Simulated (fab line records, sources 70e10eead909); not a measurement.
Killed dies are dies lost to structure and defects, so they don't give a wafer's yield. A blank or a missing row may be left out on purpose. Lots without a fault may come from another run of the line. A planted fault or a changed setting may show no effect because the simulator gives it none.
Which tool did it? | flow nand_harc | 11 lots, 33 wafers sampled, at 5 steps of a route of 1302

WHAT THE GAUGES READ, wafer by wafer
NHARC_A_ONON_D2_INSPECT_32. Usual: raw_defect_count 404, standard deviation 150.
lot  | measured     | on                | raw_defect_count | flag
L825 | day 13 12:10 | defect_inspect-01 | 509 604 382      |
L826 | day 13 21:43 | defect_inspect-02 | 277 408 468      |
L827 | day 14 06:17 | defect_inspect-02 | 501 323 399      |
L829 | day 15 13:33 | defect_inspect-02 | 255 320 258      |
L835 | day 17 09:55 | defect_inspect-01 | 447 502 244      |
L840 | day 19 18:37 | defect_inspect-01 | 330 254 359      |
L842 | day 20 12:23 | defect_inspect-02 | 379 367 240      |
L844 | day 22 05:09 | defect_inspect-01 | 373 1014 478     |
L845 | day 22 05:10 | defect_inspect-02 | 208 227 206      |
L846 | day 22 13:07 | defect_inspect-02 | 675 497 860      |
L847 | day 23 04:11 | defect_inspect-02 | 307 590 780      |

NHARC_END_SORT_01. Usual: killed_at_array 52, standard deviation 17; killed_at_other 0.9, standard deviation 1.2; killed_at_periphery 3.9, standard deviation 2.7; killed_dies 57, standard deviation 16; killed_open 3.3, standard deviation 1.9; killed_short 2.5, standard deviation 1.5.
lot  | measured     | on        | killed_at_array | killed_at_other | killed_at_periphery | killed_dies | killed_open | killed_short | flag
L825 | day 25 10:02 | prober-01 | 87 75 87        | 0 0 0           | 6 5 3               | 93 80 90    | 8 3 3       | 3 1 2        |
L835 | day 28 22:32 | prober-01 | 51 67 50        | 0 0 2           | 3 1 6               | 54 68 58    | 4 2 4       | 4 0 3        |
L840 | day 31 00:43 | prober-01 | 42 54           | 2 1             | 4 6                 | 48 61       | 3 6         | 5 2          |
L842 | day 31 22:09 | prober-01 | 54 53           | 0 1             | 12 8                | 66 62       | 6 6         | 2 2          |
L846 | day 34 21:46 | prober-01 | 53 49 46        | 0 0 0           | 2 3 2               | 55 52 48    | 3 3 1       | 3 4 0        |

WHICH TOOL RAN EACH LOT (tool, then ch and the chambers of the sampled wafers, then the start)
lot  | NHARC_A_CHANNEL_HOLE_D2_ETCH_38    | NHARC_A_CHANNEL_HOLE_D2_ETCH_39               | NHARC_A_CHANNEL_HOLE_D2_ETCH_16
L825 | rie_diel-12 ch 0,2,3, day 13 16:31 | rie_diel-12 ch 2,3, day 13 17:01 or earlier   | rie_diel-12 ch 1,3, day 13 17:01
L826 | rie_diel-12 ch 1,2,3, day 14 08:11 | rie_diel-12 ch 1,2,3, day 14 08:38 or earlier | rie_diel-12 ch 0,2,3, day 14 08:38
L827 | rie_diel-08 ch 0,3, day 14 11:10   | rie_diel-08 ch 0,3, day 14 11:36 or earlier   | rie_diel-08 ch 1,2,3, day 14 11:36
L829 | rie_diel-12 ch 1,2,3, day 15 21:14 | rie_diel-12 ch 0,1,3, day 15 21:40 or earlier | rie_diel-12 ch 0,1, day 15 21:40
L835 | rie_diel-12 ch 0,2,3, day 17 12:55 | rie_diel-12 ch 2,3, day 17 13:21 or earlier   | rie_diel-12 ch 0,2,3, day 17 13:21
L840 | rie_diel-08 ch 0,2,3, day 19 21:40 | rie_diel-08 ch 0,3, day 19 22:11 or earlier   | rie_diel-08 ch 0,1,2, day 19 22:11
L842 | rie_diel-08 ch 0,2,3, day 20 16:10 | rie_diel-08 ch 1,2,3, day 20 16:40 or earlier | rie_diel-08 ch 0,1,3, day 20 16:40
L844 | rie_diel-01 ch 0,1,3, day 22 10:50 | rie_diel-01 ch 1,2, day 22 11:23 or earlier   | rie_diel-01 ch 0,1,3, day 22 11:23
L845 | rie_diel-08 ch 2,3, day 22 11:23   | rie_diel-08 ch 1,2,3, day 22 11:53 or earlier | rie_diel-08 ch 0,3, day 22 11:53
L846 | rie_diel-12 ch 0,1,2, day 22 16:07 | rie_diel-12 ch 1,2,3, day 22 16:34 or earlier | rie_diel-12 ch 0,2,3, day 22 16:34
L847 | rie_diel-12 ch 0,2,3, day 23 07:55 | rie_diel-12 ch 2,3, day 23 08:26 or earlier   | rie_diel-12 ch 0,3, day 23 08:26
- NHARC_A_CHANNEL_HOLE_D2_ETCH_38: etches the open film in CF4, target depth 39 nm, time 65 s.
- NHARC_A_CHANNEL_HOLE_D2_ETCH_39: etches the open film in N2/H2, target depth 260 nm, time 325 s.
- NHARC_A_CHANNEL_HOLE_D2_ETCH_16: etches the open film in O2/COS, target depth 3100 nm, time 806 s.

WHAT THE TOOLS THEMSELVES READ (means of the sampled wafers that have a number; where no wafer has one, the mark that the record gives instead)
NHARC_A_CHANNEL_HOLE_D2_ETCH_38. Usual: drypump_motor_current_A 5.4 A, standard deviation 0.39; mfc_ar_sccm 0.015 sccm, standard deviation 0.015; oes_product_au 1.000 a.u., standard deviation 0.011; rf_vpp_V 151.6 V, standard deviation 1; showerhead_plenum_p_Torr 1.79 Torr, standard deviation 0.049; throttle_valve_pct 13.284 %, standard deviation 0.0095.
lot  | tool        | drypump_motor_current_A (A) | mfc_ar_sccm (sccm) | oes_product_au (a.u.) | rf_vpp_V (V) | showerhead_plenum_p_Torr (Torr) | throttle_valve_pct (%) | flag
L825 | rie_diel-12 | 5.1                         | 0.021              | 0.991                 | 152.8        | 1.81                            | 13.282                 |
L826 | rie_diel-12 | 5.3                         | 0.030              | 1.002                 | 150.6        | 1.79                            | 13.279                 |
L827 | rie_diel-08 | 5.7                         | 0.003              | 1.002                 | 151.5        | 1.73                            | 13.284                 |
L829 | rie_diel-12 | 5.4                         | 0.030              | 0.998                 | 151.3        | 1.79                            | 13.287                 |
L835 | rie_diel-12 | 5.1                         | 0.021              | 0.999                 | 152.0        | 1.81                            | 13.282                 |
L840 | rie_diel-08 | 5.6                         | 0.011              | 0.997                 | 151.2        | 1.78                            | 13.279                 |
L842 | rie_diel-08 | 5.6                         | 0.011              | 1.007                 | 151.7        | 1.78                            | 13.292                 |
L844 | rie_diel-01 | 5.3                         | 0.002              | 1.008                 | 152.0        | 1.77                            | 13.281                 |
L845 | rie_diel-08 | 5.8                         | 0.014              | 0.994                 | 151.5        | 1.85                            | 13.284                 |
L846 | rie_diel-12 | 5.4                         | 0.021              | 0.987                 | 152.1        | 1.79                            | 13.285                 |
L847 | rie_diel-12 | 5.1                         | 0.021              | 0.996                 | 152.6        | 1.81                            | 13.297                 |

NHARC_A_CHANNEL_HOLE_D2_ETCH_39. Usual: drypump_motor_current_A 5.4 A, standard deviation 0.39; mfc_ar_sccm 0.017 sccm, standard deviation 0.015; oes_product_au 0.999 a.u., standard deviation 0.011; rf_vpp_V 431.3 V, standard deviation 1.8; showerhead_plenum_p_Torr 2.07 Torr, standard deviation 0.059; throttle_valve_pct 14.170 %, standard deviation 0.0089.
lot  | tool        | drypump_motor_current_A (A) | mfc_ar_sccm (sccm) | oes_product_au (a.u.) | rf_vpp_V (V) | showerhead_plenum_p_Torr (Torr) | throttle_valve_pct (%) | flag
L825 | rie_diel-12 | 5.0                         | 0.033              | 1.001                 | 431.8        | 2.09                            | 14.170                 |
L826 | rie_diel-12 | 5.3                         | 0.030              | 1.002                 | 431.6        | 2.07                            | 14.169                 |
L827 | rie_diel-08 | 5.7                         | 0.003              | 1.003                 | 428.8        | 1.99                            | 14.166                 |
L829 | rie_diel-12 | 5.5                         | 0.019              | 0.992                 | 432.5        | 2.08                            | 14.175                 |
L835 | rie_diel-12 | 5.0                         | 0.033              | 0.999                 | 432.2        | 2.08                            | 14.165                 |
L840 | rie_diel-08 | 5.8                         | 0.006              | 1.008                 | 431.8        | 2.07                            | 14.163                 |
L842 | rie_diel-08 | 5.5                         | 0.011              | 0.998                 | 431.3        | 2.08                            | 14.174                 |
L844 | rie_diel-01 | 5.7                         | 0.026              | 1.002                 | 432.2        | 2.10                            | 14.165                 |
L845 | rie_diel-08 | 5.5                         | 0.011              | 0.989                 | 431.0        | 2.08                            | 14.174                 |
L846 | rie_diel-12 | 5.4                         | 0.030              | 0.999                 | 431.6        | 2.07                            | 14.166                 |
L847 | rie_diel-12 | 4.9                         | 0.033              | 1.008                 | 431.5        | 2.08                            | 14.175                 |

NHARC_A_CHANNEL_HOLE_D2_ETCH_16. Usual: drypump_motor_current_A 5.4 A, standard deviation 0.38; mfc_ar_sccm 0.015 sccm, standard deviation 0.014; oes_product_au 0.999 a.u., standard deviation 0.012; rf_vpp_V 314.7 V, standard deviation 1.3; showerhead_plenum_p_Torr 3.16 Torr, standard deviation 0.082; throttle_valve_pct 28.329 %, standard deviation 0.0086.
lot  | tool        | drypump_motor_current_A (A) | mfc_ar_sccm (sccm) | oes_product_au (a.u.) | rf_vpp_V (V) | showerhead_plenum_p_Torr (Torr) | throttle_valve_pct (%) | flag
L825 | rie_diel-12 | 5.8                         | 0.028              | 1.005                 | 314.9        | 3.15                            | 28.322                 |
L826 | rie_diel-12 | 5.1                         | 0.021              | 0.992                 | 314.3        | 3.20                            | 28.322                 |
L827 | rie_diel-08 | 5.5                         | 0.011              | 1.006                 | 315.5        | 3.18                            | 28.327                 |
L829 | rie_diel-12 | 5.8                         | 0.019              | 0.996                 | 314.9        | 3.15                            | 28.333                 |
L835 | rie_diel-12 | 5.1                         | 0.021              | 0.965                 | 316.0        | 3.19                            | 28.319                 |
L840 | rie_diel-08 | 5.3                         | 0.008              | 1.005                 | 313.5        | 3.06                            | 28.321                 |
L842 | rie_diel-08 | 5.5                         | 0.003              | 1.000                 | 312.6        | 3.09                            | 28.334                 |
L844 | rie_diel-01 | 5.3                         | 0.002              | 1.007                 | 314.4        | 3.12                            | 28.328                 |
L845 | rie_diel-08 | 5.8                         | 0.006              | 1.005                 | 315.2        | 3.17                            | 28.336                 |
L846 | rie_diel-12 | 5.1                         | 0.021              | 0.992                 | 314.8        | 3.19                            | 28.332                 |
L847 | rie_diel-12 | 5.2                         | 0.009              | 0.985                 | 315.1        | 3.21                            | 28.328                 |

THE ANSWER, worked out from the rows above alone
Rule: a lot is off if the mean of its wafers that have a number lies more than 3 standard deviations from the usual mean. A lot without any number at a reading at which 4 lots or more have one is off too. The other lots that the step has rows for count as sound. The gauges are gone through in route order, then the tools' own readings, and for those a lot's mean is taken as printed above. The first step at which some lot is off is used, and at that step the reading that is off furthest; a lot without a number counts as furthest.
No lot is off at any reading shown: from this, nothing can be told.

WHAT THE SIMULATOR HAD PUT IN
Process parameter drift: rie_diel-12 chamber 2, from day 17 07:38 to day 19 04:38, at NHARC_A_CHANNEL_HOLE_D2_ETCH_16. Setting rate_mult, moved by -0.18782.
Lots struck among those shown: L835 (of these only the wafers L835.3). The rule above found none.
